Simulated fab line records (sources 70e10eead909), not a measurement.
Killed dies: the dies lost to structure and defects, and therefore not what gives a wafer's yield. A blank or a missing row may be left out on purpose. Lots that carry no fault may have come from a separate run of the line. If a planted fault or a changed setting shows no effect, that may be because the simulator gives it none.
Comparing a struck lot with a sound one | flow nand harc | 14 out of 1302 route steps
Sound: wafers L741.1, L741.4, L741.6. Struck: wafers L732.1, L732.6. (L732.4 of the same lot was not struck and is left out.) The cause comes at the end.
For every step that has rows: the tool of each side, followed by ch and its chambers, followed by its first start. Under that, the readings that differ: sound wafers | struck wafers | difference of the means | sigmas: that difference in standard deviations of wafers without a fault.
alike: a reading whose means differ by less than 2 such deviations, as well as words and numbers matching on both sides. not compared: withheld readings; readings where some wafer has no value; bounds like >300 that might hide an equal value; numbers whose values overlap and for which the record gives no deviation.
A row with sigmas, a row that says differs or no value, or rows on one side alone: a step with any of these is where the two part. Numbers that have no deviation but don't overlap get no sigmas and don't part them. A reading that every wafer of one side lacks parts them only if that side has two wafers or more.

first, 7 steps without rows for these wafers: NHARC_A_BONDPAD_COAT_33 (time 65 s); NHARC_A_BONDPAD_COAT_03 (resist thk 600 nm); NHARC_A_BONDPAD_SOFTBAKE_04 (time 70 s); NHARC_A_BONDPAD_EBR_05; NHARC_A_BONDPAD_EXPOSE_06 (exposes mask A BPAD); NHARC_A_BONDPAD_PEB_07 (peb time 80 s); NHARC_A_BONDPAD_DEVELOP_08 (time 50 s).
NHARC_A_BONDPAD_CD_MEAS_09 targets a cd of 500 nm.
  sound on cd sem-03 ch 0, day 30 00:44; struck on cd sem-03 ch 0, day 26 04:32
  alike: cd nm
NHARC_A_BONDPAD_OVL_MEAS_35:
  sound on overlay-02 at day 30 00:49; struck on overlay-02 at day 26 04:37
  alike: overlay x nm, overlay y nm
then, 1 step without rows for these wafers: NHARC_A_BONDPAD_HARDBAKE_10 (time 65 s).
NHARC_A_BONDPAD_DESCUM_11: chemistry O2, time 3 s.
  sound on rie diel-08 ch 0,2,3, day 30 00:57; struck on rie diel-08 ch 0,1, day 26 04:45
  alike: chamber pressure mTorr, drypump motor current A, oes product au, rf vpp V, showerhead plenum p Torr, throttle valve pct
  not compared: rf hours counter h
NHARC_A_BONDPAD_ETCH_34: etches the open film in N2/H2, target depth 60 nm, overetch 18 nm, time 65.91 s.
  sound on rie diel-08 ch 0,3, day 30 01:01; struck on rie diel-08 ch 1,3, day 26 04:52
  alike: chamber pressure mTorr, drypump motor current A, oes product au, rf vpp V, showerhead plenum p Torr, throttle valve pct
  not compared: rf hours counter h
NHARC_A_BONDPAD_ETCH_12: etches the open film in CHF3/O2, target depth 220 nm, time 110 s.
  sound on rie diel-08 ch 0,2,3, day 30 01:07; struck on rie diel-08 ch 1, day 26 04:59
  reading               | sound             | struck      | difference | sigmas
  oes product au (a.u.) | 0.963 0.975 0.936 | 0.891 0.889 | -0.068     | -3
  alike: chamber pressure mTorr, drypump motor current A, rf vpp V, showerhead plenum p Torr, throttle valve pct
  not compared: rf hours counter h
NHARC_A_BONDPAD_CD_MEAS_13:
  sound on cd sem-01 at day 30 01:16; struck on cd sem-02 at day 26 05:07
  alike: cd nm

== WHERE THEY PART ==
Within this record, at NHARC_A_BONDPAD_ETCH_12 only. Later steps at which nothing parts them and some readings are alike: NHARC_A_BONDPAD_CD_MEAS_13.

WHY: what had been put in by the simulator
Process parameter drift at NHARC_A_BONDPAD_ETCH_12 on rie diel-08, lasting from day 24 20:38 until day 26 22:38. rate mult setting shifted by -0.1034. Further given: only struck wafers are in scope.
